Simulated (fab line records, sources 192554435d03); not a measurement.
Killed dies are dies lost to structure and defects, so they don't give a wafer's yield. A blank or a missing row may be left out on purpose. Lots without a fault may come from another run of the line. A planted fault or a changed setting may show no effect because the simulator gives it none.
Chamber matching | flow n5_finfet | N5_BEOL_M0_STRIP_104 on rie_diel-01: 4 sister chambers
The step strips in N2/H2. 16 wafers are shown with their chamber, then 8 later ones without.

WAFERS WITH THEIR CHAMBER
wafer  | chamber | drypump_motor_current_A (A) | throttle_valve_pct (%) | showerhead_plenum_p_Torr (Torr)
L074.4 | 3       | 5.7                         | 23.5                   | 2.49
L074.5 | 1       | 5.9                         | 23.6                   | 2.63
L074.6 | 2       | 5.6                         | 23.2                   | 2.39
L078.1 | 0       | 6.0                         | 23.7                   | 2.63
L078.2 | 1       | 5.9                         | 23.6                   | 2.63
L078.4 | 1       | 5.9                         | 23.7                   | 2.63
L081.2 | 1       | 5.9                         | 23.6                   | 2.62
L081.3 | 0       | 6.0                         | 23.7                   | 2.63
L081.6 | 0       | 6.0                         | 23.7                   | 2.63
L084.3 | 0       | 6.0                         | 23.7                   | 2.63
L084.4 | 2       | 5.6                         | 23.0                   | 2.70
L084.6 | 0       | 6.0                         | 23.7                   | 2.63
L090.1 | 2       | 5.6                         | 23.0                   | 2.70
L090.4 | 1       | 5.9                         | 23.7                   | 2.61
L090.5 | 2       | 5.5                         | 23.0                   | 2.70
L093.1 | 3       | 5.7                         | 23.0                   | 2.48

SIGNATURES (means of the wafers above)
reading                  | chamber 0 | chamber 1 | chamber 2 | chamber 3 | scatter within a chamber
drypump_motor_current_A  | 6.000     | 5.900     | 5.575     | 5.700     | 0.025
throttle_valve_pct       | 23.700    | 23.640    | 23.050    | 23.250    | 0.118
showerhead_plenum_p_Torr | 2.6300    | 2.6240    | 2.6225    | 2.4850    | 0.0777
Rule: a wafer's distance from a chamber is the root of the sum, over the readings, of the square of ((its reading less the chamber's mean) divided by the reading's scatter). The wafer belongs to the nearest chamber; if the next one is less than 2 further off, it can't be placed. The scatter: the root of (the sum of the squares of (reading less its chamber's mean) over the shown wafers, divided by (wafers less chambers)).

WAFERS WITHOUT THEIR CHAMBER
wafer  | drypump_motor_current_A (A) | throttle_valve_pct (%) | showerhead_plenum_p_Torr (Torr)
L093.2 | 5.9                         | 23.7                   | 2.61
L093.6 | 6.0                         | 23.7                   | 2.62
L094.3 | 5.7                         | 23.0                   | 2.48
L094.4 | 5.8                         | 23.1                   | 2.48
L094.6 | 6.0                         | 23.7                   | 2.62
L097.3 | 5.5                         | 23.0                   | 2.69
L097.4 | 5.9                         | 23.7                   | 2.61
L097.6 | 6.0                         | 23.7                   | 2.61

WHICH CHAMBER EACH WENT THROUGH
wafer  | from the rows above | in truth
L093.2 | 1                   | 1
L093.6 | 0                   | 0
L094.3 | 3                   | 3
L094.4 | 3                   | 3
L094.6 | 0                   | 0
L097.3 | 2                   | 2
L097.4 | 1                   | 1
L097.6 | 0                   | 0
Placed correctly: 8 of 8. Can't be placed from these rows: 0. Placed wrongly: 0.
